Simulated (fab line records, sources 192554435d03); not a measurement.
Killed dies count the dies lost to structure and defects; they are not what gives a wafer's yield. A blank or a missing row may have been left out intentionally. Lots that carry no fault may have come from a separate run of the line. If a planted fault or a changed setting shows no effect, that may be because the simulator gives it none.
A struck lot beside a sound one    flow n5-finfet    20 out of 1938 route steps
Sound: these wafers, L282.4, L282.5, L282.6. Struck: wafers L292.1, L292.6. (L292.2 of the same lot was not struck and is left out.) The cause comes at the end.
For every step that has rows: the tool of each side, followed by ch and its chambers, followed by its first start. Under that, the readings that differ: sound wafers    struck wafers    difference of the means    sigmas: that difference in standard deviations of wafers without a fault.
alike: readings with means less than 2 such deviations apart, plus words and numbers identical on both sides. not compared: withheld readings, readings lacking a value on some wafer, bounds such as >300 that could conceal the same value, and numbers that have no deviation in the record and whose values overlap.
Wherever a step has rows on one side only, a row that says differs or no value, or a row with sigmas, the two part there. Non-overlapping numbers with no deviation appear without sigmas and do not part them. Lack of a reading on every wafer of one side parts them only where that side has two or more wafers.

first, 1 step without rows for these wafers: N5_BEOL_M14_ETCH_67 (etches SiARC in CF4, target depth 143 nm, time 238.3 s).
N5_BEOL_M14_ETCH_68: etches SOC in N2/H2, time 450 s.
  sound on rie-diel-02 ch 0,1,3, day 12 07:17; struck on rie-diel-02 ch 0,2, day 15 00:29
reading                 sound              struck       difference  sigmas
throttle-valve-pct (%)  18.12 18.23 17.68  17.36 17.40  -0.63       -2
  alike: drypump-motor-current-A, oes-product-au, rf-vpp-V, showerhead-plenum-p-Torr, temp-c
  not compared: rf-hours-counter-h
then, 3 steps without rows for these wafers: N5_BEOL_M14_STRIP_69 (strips in N2/H2); N5_BEOL_M14_TRENCH_ETCH_34 (etches SiO2 in C4F8/O2/Ar, target depth 556.65 nm, time 126.9 s); N5_BEOL_M14_STRIP_70 (strips in C4F8/O2/Ar).
N5_BEOL_M14_OCD_MEAS_35:
  sound: ocd-02 at day 12 07:43; struck: ocd-01 at day 15 00:55
  alike: trench-depth-nm
N5_BEOL_M14_STRIP_37: strips in O2.
  sound on rie-diel-02 ch 0,1, day 12 11:00; struck on rie-diel-06 ch 2,3, day 15 01:24
  alike: drypump-motor-current-A, oes-product-au, rf-vpp-V, showerhead-plenum-p-Torr, temp-c, throttle-valve-pct
  not compared: rf-hours-counter-h
N5_BEOL_M14_ETCH_38: etches SiCN in CF4/N2, target depth 106.5 nm, time 120.6 s.
  sound on rie-diel-02 ch 0,1; struck on rie-diel-06 ch 2,3
  alike: drypump-motor-current-A, oes-product-au, rf-vpp-V, showerhead-plenum-p-Torr, throttle-valve-pct
  not compared: rf-hours-counter-h
then, 4 steps without rows for these wafers: N5_BEOL_M14_PRECLEAN_39 (cleans in residue remover, time 60 s); N5_BEOL_M14_SRD_40 (time 30 s, dry time 30 s); N5_BEOL_M14_DEGAS_41 (time 60 s); N5_BEOL_M14_PRE_CLEAN_42 (time 30 s).
N5_BEOL_M14_SPUTTER_43: material TaN, target thk 15 nm, time 24.19 s.
  sound: pvd-sputter-03 at day 12 11:32; struck: pvd-sputter-02 at day 15 01:57
reading                                       sound           struck     difference  sigmas
model.TaN_of_BEOL_M14_SPUTTER_43.thk-nm (nm)  15.4 15.6 15.6  21.4 21.2  +5.8        
  alike: throttle-valve-pct
then, 1 step without rows for these wafers: N5_BEOL_M14_SPUTTER_44 (material Ta, target thk 15 nm, time 24.19 s).
N5_BEOL_M14_SPUTTER_45: material Cu, target thk 100 nm, time 16.67 s.
  sound: pvd-sputter-03 at day 12 11:42; struck: pvd-sputter-02 at day 15 02:07
  alike: chuck-sensor-temp-C, throttle-valve-pct
then, 1 step without rows for these wafers: N5_BEOL_M14_ECD_47 (material Cu, target thk 1248 nm).
N5_BEOL_M14_ANNEAL_48: time 90 s.
  sound on rtp-anneal-01 ch 0, day 12 12:09; struck on rtp-anneal-02 ch 0, day 15 02:34
  alike: wafer_temp_C_max
N5_BEOL_M14_CMP_49: polishes, stops on SiO2, t overpolish 5.2 s, target thk 560 nm.
  sound on cmp-04 ch 1,2, day 12 12:19; struck on cmp-04 ch 1,2, day 15 03:00
reading                       sound           struck     difference  sigmas
barrier-field-endpoint-s (s)  11.2 11.7 11.3  13.6 13.1  +1.9        +6
  alike: motor-current-A, retaining-ring-pressure-frac
  not compared: pad-life-wafers
N5_BEOL_M14_THK_MEAS_50: measures by xrf.
  sound: film-metro-02 at day 12 12:37; struck: film-metro-01 at day 15 03:13
  alike: M14_THK
N5_PASSIVATION_PROBE_49:
  the record has rows for the struck wafers here (prober-01, day 16 04:17) and none for the sound ones

WHERE THEY PART
Last at N5_PASSIVATION_PROBE_49 as far as this record goes, first at N5_BEOL_M14_ETCH_68.

WHY: what the simulator had put in
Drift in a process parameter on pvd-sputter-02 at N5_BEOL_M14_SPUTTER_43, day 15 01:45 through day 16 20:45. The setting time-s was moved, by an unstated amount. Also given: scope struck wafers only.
